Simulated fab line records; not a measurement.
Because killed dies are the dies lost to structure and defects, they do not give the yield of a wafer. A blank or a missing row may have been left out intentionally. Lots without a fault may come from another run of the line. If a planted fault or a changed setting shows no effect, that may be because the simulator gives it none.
Chamber matching | flow nand-harc | rie-diel-07 running NHARC_A_BLC_STRIP_21: 4 sister chambers
The step strips in O2. 4 wafers are shown with their chamber, then 11 later ones without.

EACH WAFER AND ITS CHAMBER
wafer  | chamber | showerhead-plenum-p-Torr (Torr)
L084.1 | 3       | 3.70
L084.2 | 2       | 3.49
L084.4 | 0       | 3.33
L086.1 | 1       | 3.28

WAFERS WHOSE CHAMBER IS MISSING
wafer  | showerhead-plenum-p-Torr (Torr)
L086.3 | 3.70
L086.6 | 3.28
L094.1 | 3.70
L094.3 | 3.28
L094.5 | 3.48
L096.3 | 3.28
L096.4 | 3.69
L096.6 | 3.28
L097.2 | 3.28
L097.4 | 3.32
L097.5 | 3.48

THE CHAMBER EACH PASSED THROUGH
wafer  | from the rows above | in truth
L086.3 | 3                   | 3
L086.6 | 1                   | 1
L094.1 | 3                   | 3
L094.3 | 1                   | 1
L094.5 | 2                   | 2
L096.3 | 1                   | 1
L096.4 | 3                   | 3
L096.6 | 1                   | 1
L097.2 | 1                   | 1
L097.4 | 0                   | 0
L097.5 | 2                   | 2
Correct placement for 11 of the 11. Not placeable from these rows: 0. Wrongly placed: 0.
How it was worked out, from the rows above alone: a wafer's distance from a chamber is the root of the sum, over the readings, of the square of ((its reading less the chamber's mean) divided by the reading's scatter). If the next closest chamber is less than 2 further off than the closest, the wafer can't be placed; otherwise it belongs to the closest. Each chamber's mean is taken over the wafers shown for it. The scatter: with one shown wafer a chamber, the root of the mean of the squares of how far each hidden wafer lies from its nearest shown one.
